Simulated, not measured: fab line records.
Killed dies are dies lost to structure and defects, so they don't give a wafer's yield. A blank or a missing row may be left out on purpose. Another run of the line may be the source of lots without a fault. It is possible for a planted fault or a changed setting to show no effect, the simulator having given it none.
fab line records | flow n5Finfet
record: lots: 10 wafers: 30 lastDay: 18
route steps=1938 shown SDB@376 DUMMY_REMOVAL@378 HKMG_FIN@401
lots that met no fault: taken from a fault-free run of the same line
startH: the number of hours between the record's first day and the start of the first shown wafer of the lot | waitH: hours elapsed since this lot's preceding step | " repeats the value in the row above | L1.1+2: one row covering several wafers at once | - no value present, or no start provided | * or withheld: withheld | < > ~ a bound
route shown NAME@n: NAME is a module with steps in the file, n the number in the route of the first one | usual: the fault-free wafers' mean and standard deviation | same: alike in all rows | chamber/n: place in a boat | sites: the reading at each site | _std_site: the standard deviation of these | _edge_site: mean of outer sites minus mean of inner sites | radiusMm: how far each site lies from the wafer's centre | mask NAME#n: copy n | behind: the tool/chamber that last shaped the wafer | hold: what put the lot on hold/how long, in hours/how the hold closed | device: transistor that didn't switch, given as n, p or np | end of line: the same wafers' tests at the end of the route | a step given without rows: its recipe and nothing more | killed: not the wafer's yield, but the dies lost to structure and defects at the first sort | map: per-die view of a wafer (x killed, . not killed, _ where there is no die)
set.NAME: setting as actually run; set.NAME@STEP: the setting as run at that earlier step | model.NAME: the simulator's own value behind a step, which no gauge read
steps of the route over a sample of lots; a table a step, a row a wafer
services: the hour from which a tool's chamber was out of use, counted from the record's first day as startH (under 0 if before that day), plus the number of hours and why
== steps ==
step: N5_SDB_INSPECT_36
recipe: inspectInstrument: darkfield mode: postCmp
usual: rawDefectCount: 37/17
columns lot.wafer tool chamber startH waitH rawDefectCount
L518.1 defectInspect-01 - 73.32 0.0 32
L518.3 " - " " 14
L518.5 " - " " 26
L519.2 defectInspect-01 - 77.04 0.0 52
L519.4 " - " " 28
L519.6 " - " " 26
L521.1 defectInspect-02 - 87.45 0.0 93
L521.4 " - " " 53
L521.6 " - " " 40
L526.1 defectInspect-02 - 117.81 0.0 39
L526.4 " - " " 28
L526.5 " - " " 66
L529.2 defectInspect-02 - 136.65 0.0 23
L529.5 " - " " 40
L529.6 " - " " 43
L530.1 defectInspect-02 - 148.85 0.0 65
L530.3 " - " " 27
L530.5 " - " " 51
L534.3 defectInspect-01 - 165.01 0.0 39
L534.4 " - " " 67
L534.6 " - " " 35
L537.2 defectInspect-01 - 186.10 0.0 38
L537.3 " - " " 27
L537.4 " - " " 41
L539.2 defectInspect-02 - 197.98 0.0 38
L539.5 " - " " 41
L539.6 " - " " 18
L540.1 defectInspect-02 - 203.04 0.0 43
L540.2 " - " " 38
L540.5 " - " " 37
step: N5_DUMMY_REMOVAL_STRIP_10
recipe: chemistry: N2/H2 timeS: 40 powerW: 100 tempC: 40 pressureMtorr: 100 rfFrequencyHz: 6e+07 biasPowerW: 3 n2FlowSccm: 300 h2FlowSccm: 300
usual: drypumpMotorCurrentA: 5.6/0.52 h2FlowSccm: 300.1/0.89 oesProductAu: 0.79/0.082 rfVppV: 45.4/0.81 showerheadPlenumPTorr: 3.41/0.12 throttleValvePct: 12.24/0.25
columns lot.wafer tool chamber startH waitH drypumpMotorCurrentA h2FlowSccm oesProductAu rfHoursCounterH rfVppV showerheadPlenumPTorr throttleValvePct
L518.1 rieDiel-04 1 73.39 0.0 4.9 300.6 0.78 129 45.5 3.52 12.49
L518.3 " 0 " " 5.3 300.2 0.77 121 44.8 3.40 11.94
L518.5 " 1 " " 4.9 301.3 0.77 - 46.1 3.52 12.50
L519.2 rieDiel-04 0 77.45 0.0 5.3 299.9 0.77 122 45.8 3.40 11.92
L519.4 " 3 " " 4.9 300.3 0.77 140 44.3 3.50 12.27
L519.6 " 2 " " 5.1 302.1 0.73 - 45.4 3.22 12.17
L521.1 rieDiel-03 0 87.52 0.0 4.9 300.5 0.79 130 45.7 3.26 12.44
L521.4 " 2 " " 6.2 299.3 0.72 205 45.1 3.47 12.28
L521.6 " 1 " " 6.1 300.0 0.75 - 46.4 3.38 12.37
L526.1 rieDiel-03 3 117.88 0.0 6.3 299.1 0.69 238 43.8 3.31 12.65
L526.4 " 3 " " 6.3 299.3 0.69 - 45.9 3.31 12.66
L526.5 " 0 " " 4.9 298.8 0.78 - 45.4 3.26 12.46
L529.2 rieDiel-04 2 136.83 0.0 5.1 301.1 0.73 181 45.3 3.21 12.20
L529.5 " 0 " " 5.3 299.1 0.76 - 45.5 3.39 11.97
L529.6 " 3 " " 4.9 300.7 0.77 - 46.8 3.49 12.30
L530.1 rieDiel-03 2 149.10 0.0 6.2 299.9 0.70 221 45.0 3.47 12.31
L530.3 " 1 " " 6.1 300.8 0.73 146 45.8 3.37 12.40
L530.5 " 2 " " 6.1 300.1 0.71 - 45.1 3.47 12.33
L534.3 rieDiel-03 2 165.08 0.0 6.1 301.7 0.69 229 46.0 3.46 12.34
L534.4 " 2 " " 6.2 301.7 0.70 - 45.0 3.46 12.35
L534.6 " 1 " " 6.0 301.8 0.73 - 46.3 3.37 12.42
L537.2 rieDiel-03 1 186.28 0.0 6.1 300.6 0.71 163 45.4 3.37 12.45
L537.3 " 2 " " 6.2 300.5 0.70 239 46.9 3.46 12.35
L537.4 " 3 " " 6.3 301.0 0.97 4 45.7 3.30 12.05
L539.2 rieDiel-04 0 198.08 0.0 5.3 299.6 0.75 153 44.0 3.39 12.02
L539.5 " 3 " " 4.9 298.3 0.75 - 44.8 3.48 12.34
L539.6 " 0 " " 5.3 300.9 0.74 - 45.9 3.39 12.02
L540.1 rieDiel-03 3 203.19 0.0 6.3 299.1 0.96 10 45.1 3.30 12.07
L540.2 " 1 " " 6.0 299.7 0.71 169 45.4 3.36 12.47
L540.5 " 2 " " 6.2 301.4 0.69 - 44.4 3.45 12.37
step: N5_HKMG_FIN_DESCUM_53
recipe: chemistry: O2 timeS: 7.9 sourcePowerW: 50 biasPowerW: 20 pressureMtorr: 20 rfFrequencyHz: 2.712e+07 tempC: 40 resist: CAR-ArF o2FlowSccm: 225
usual: drypumpMotorCurrentA: 5.5/0.39 oesProductAu: 0.76/0.057 rfVppV: 243.2/1.4 showerheadPlenumPTorr: 2.09/0.075 throttleValvePct: 20.57/0.27
columns lot.wafer tool chamber startH waitH drypumpMotorCurrentA oesProductAu rfHoursCounterH rfVppV showerheadPlenumPTorr throttleValvePct
L518.1 rieDiel-02 1 75.28 0.2 5.2 0.81 108 244.4 2.12 20.47
L518.3 " 3 " " 5.1 0.77 152 245.9 2.20 20.92
L518.5 " 1 " " 5.2 0.80 - 245.0 2.12 20.48
L519.2 rieDiel-06 2 79.00 0.0 5.1 0.73 164 244.0 2.16 20.34
L519.4 " 3 " " 5.9 0.79 131 241.0 2.01 20.44
L519.6 " 0 " " 5.2 0.74 - 243.7 2.19 20.89
L521.1 rieDiel-02 1 89.07 0.0 5.2 0.80 114 245.5 2.12 20.50
L521.4 " 0 " " 6.1 0.80 - 243.0 2.01 20.24
L521.6 " 1 " " 5.2 0.79 - 242.0 2.12 20.49
L526.1 rieDiel-02 1 119.43 0.0 5.2 0.79 124 243.4 2.11 20.50
L526.4 " 2 " " 5.3 0.72 184 242.0 2.00 20.89
L526.5 " 1 " " 5.2 0.78 - 243.2 2.11 20.49
L529.2 rieDiel-02 0 138.32 0.0 6.2 0.79 139 243.5 2.01 20.25
L529.5 " 0 " " 6.2 0.79 - 243.3 2.01 20.25
L529.6 " 3 " " 5.1 0.76 - 244.0 2.19 20.94
L530.1 rieDiel-02 0 150.53 0.0 6.2 0.78 143 242.3 2.01 20.26
L530.3 " 3 " " 5.1 0.75 170 243.8 2.19 20.93
L530.5 " 3 " " 5.1 0.75 - 245.9 2.19 20.95
L534.3 rieDiel-02 0 167.06 0.3 6.1 0.77 150 242.4 2.01 20.28
L534.4 " 2 " " 5.3 0.72 - 242.9 1.99 20.93
L534.6 " 3 " " 5.1 0.74 - 244.3 2.19 20.97
L537.2 rieDiel-06 2 187.85 0.0 5.1 0.70 204 244.3 2.15 20.41
L537.3 " 3 " " 5.9 0.75 170 241.0 2.00 20.47
L537.4 " 3 " " 5.9 0.75 - 242.2 2.00 20.48
L539.2 rieDiel-06 3 199.64 0.0 5.9 0.75 177 241.6 1.99 20.49
L539.5 " 2 " " 5.1 0.69 - 245.5 2.14 20.42
L539.6 " 0 " " 5.2 0.70 - 244.7 2.18 20.96
L540.1 rieDiel-01 2 204.82 0.0 5.6 0.80 107 243.4 2.11 20.62
L540.2 " 1 " " 5.7 0.89 35 244.4 2.12 20.27
L540.5 " 1 " " 5.7 0.90 - 243.5 2.12 20.26
step: N5_HKMG_FIN_ETCH_54
recipe: chemistry: CF4 target: SiARC targetDepthA: 455 maskMaterial: CAR-ArF timeS: 75.8 ionEnergyEv: 80 pressureMtorr: 40 sourceW: 545 biasW: 36 Ar_flow_sccm: 100 cf4FlowSccm: 100 ends: cleared
usual: biasW: 36.00/0.1 drypumpMotorCurrentA: 5.5/0.39 etchRfOnTimeS: 75.9/0.93 mfcArSccm: 100.0/0.32 oesProductAu: 0.65/0.046 rfVppV: 184.1/1.2 showerheadPlenumPTorr: 2.14/0.065 throttleValvePct: 15.77/0.2
columns lot.wafer tool chamber startH waitH biasW drypumpMotorCurrentA etchRfOnTimeS mfcArSccm oesProductAu rfHoursCounterH rfVppV showerheadPlenumPTorr throttleValvePct
L518.1 rieDiel-02 1 75.32 0.0 36.02 5.3 76.6 99.6 0.68 108 184.0 2.16 15.55
L518.3 " 3 " " 35.89 5.1 75.8 99.7 0.65 152 184.3 2.22 15.93
L518.5 " 1 " " 35.88 5.2 75.9 99.6 0.67 - 184.6 2.16 15.55
L519.2 rieDiel-06 2 79.03 0.0 35.83 5.1 76.4 99.8 0.62 164 185.1 2.22 15.69
L519.4 " 3 " " 35.79 5.9 76.2 99.6 0.67 131 182.0 2.08 15.71
L519.6 " 0 " " 36.02 5.2 78.4 99.9 0.63 - 185.2 2.23 15.94
L521.1 rieDiel-02 1 89.11 0.0 35.98 5.2 77.3 99.4 0.66 114 185.2 2.16 15.60
L521.4 " 0 " " 36.07 6.1 76.3 100.3 0.68 - 184.6 2.07 15.50
L521.6 " 1 " " 35.90 5.2 76.7 99.9 0.67 - 184.0 2.16 15.58
L526.1 rieDiel-02 1 119.47 0.0 35.91 5.2 75.3 100.0 0.67 124 184.1 2.16 15.59
L526.4 " 2 " " 35.85 5.3 75.0 100.5 0.62 184 182.6 2.05 16.10
L526.5 " 1 " " 36.16 5.3 75.3 100.0 0.66 - 183.9 2.16 15.61
L529.2 rieDiel-02 0 138.36 0.0 34.25 6.2 76.4 99.9 0.67 139 177.4 2.07 15.53
L529.5 " 0 " " 34.30 6.1 76.7 100.3 0.66 - 178.3 2.07 15.54
L529.6 " 3 " " 34.28 5.1 76.9 99.9 0.64 - 178.6 2.22 15.97
L530.1 rieDiel-02 0 150.57 0.0 34.27 6.2 76.6 99.9 0.66 143 178.8 2.06 15.54
L530.3 " 3 " " 34.33 5.1 77.6 99.7 0.63 170 179.3 2.22 15.98
L530.5 " 3 " " 34.34 5.1 77.3 100.0 0.63 - 179.9 2.22 15.96
L534.3 rieDiel-02 0 167.10 0.0 34.20 6.2 76.9 99.9 0.66 150 178.0 2.06 15.55
L534.4 " 2 " " 34.25 5.3 76.5 100.1 0.61 - 178.0 2.05 16.12
L534.6 " 3 " " 34.24 5.1 77.4 100.2 0.63 - 179.6 2.22 15.98
L537.2 rieDiel-06 2 187.88 0.0 36.08 5.1 75.3 100.0 0.60 204 185.2 2.21 15.77
L537.3 " 3 " " 36.17 5.9 75.5 99.8 0.64 170 183.0 2.07 15.80
L537.4 " 3 " " 36.11 5.9 75.2 100.0 0.64 - 182.5 2.07 15.78
L539.2 rieDiel-06 3 199.67 0.0 35.88 5.9 76.9 100.1 0.63 177 183.5 2.06 15.79
L539.5 " 2 " " 35.98 5.1 76.9 100.6 0.59 - 183.5 2.21 15.79
L539.6 " 0 " " 35.98 5.2 78.2 100.2 0.60 - 185.4 2.21 16.05
L540.1 rieDiel-01 2 204.86 0.0 35.97 5.6 74.3 99.7 0.69 107 184.5 2.15 15.72
L540.2 " 1 " " 36.03 5.7 75.1 100.2 0.76 35 183.8 2.18 15.53
L540.5 " 1 " " 36.04 5.7 75.5 99.9 0.76 - 184.2 2.18 15.53
== services ==
columns tool chamber startH hours kind
rieDiel-03 1 70.57 13.5 repair
rieDiel-04 2 71.52 4.8 repair
rieDiel-01 1 72.25 - clean
rieDiel-01 1 72.25 - consumableReplace:esc
rieDiel-01 1 72.25 - consumableReplace:focusRing
rieDiel-01 2 84.59 4.7 repair
rieDiel-02 0 92.12 4.1 repair
rieDiel-06 3 93.50 2.2 repair
rieDiel-06 1 144.17 - clean
rieDiel-06 1 144.17 - consumableReplace:focusRing
rieDiel-06 1 144.17 14.5 scheduledDown
rieDiel-06 1 144.17 14.5 ventCycle
rieDiel-03 3 153.55 - clean
rieDiel-03 3 153.55 - consumableReplace:focusRing
rieDiel-03 3 153.55 24.3 scheduledDown
rieDiel-03 3 153.55 24.3 ventCycle
rieDiel-03 0 154.99 7.7 repair
rieDiel-02 2 173.19 5.9 repair
rieDiel-04 - 174.46 15.6 pm
rieDiel-06 1 176.21 35.1 repair
rieDiel-02 - 182.74 0.5 repair
rieDiel-02 2 192.53 6.0 repair
rieDiel-03 0 196.77 6.4 repair
rieDiel-04 3 200.90 12.8 repair
== key ==
firstSign: step: N5_HKMG_FIN_ETCH_54 reading: biasW direction: down sigmas: 17 usual: * struck: *
effect: step: N5_HKMG_FIN_ETCH_54 reading: rfVppV direction: down sigmas: 4.6 usual: 184.1 struck: 178.7
metAt N5_HKMG_FIN_ETCH_54
struckLots L529,L530,L534
testerLeftOut L529,L530,L534
notActingAt N5_SDB_INSPECT_36,N5_DUMMY_REMOVAL_STRIP_10,N5_HKMG_FIN_DESCUM_53
onsetBetween 119.47 138.36
fault: kind: processParameterDrift tool: rieDiel-02 chamber: - onsetH: 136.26 steps: N5_HKMG_FIN_ETCH_54 channel: biasW offset: * shape: step endH: 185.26 actsIn: * stated: *
testerLeftOut: of these lots the tester's yield and bins aren't shown, on N5 and GAA mostly nor the transistor test; their killed dies are dies lost to structure and defects alone, not to doping, threshold or leakage, so they don't give the yield
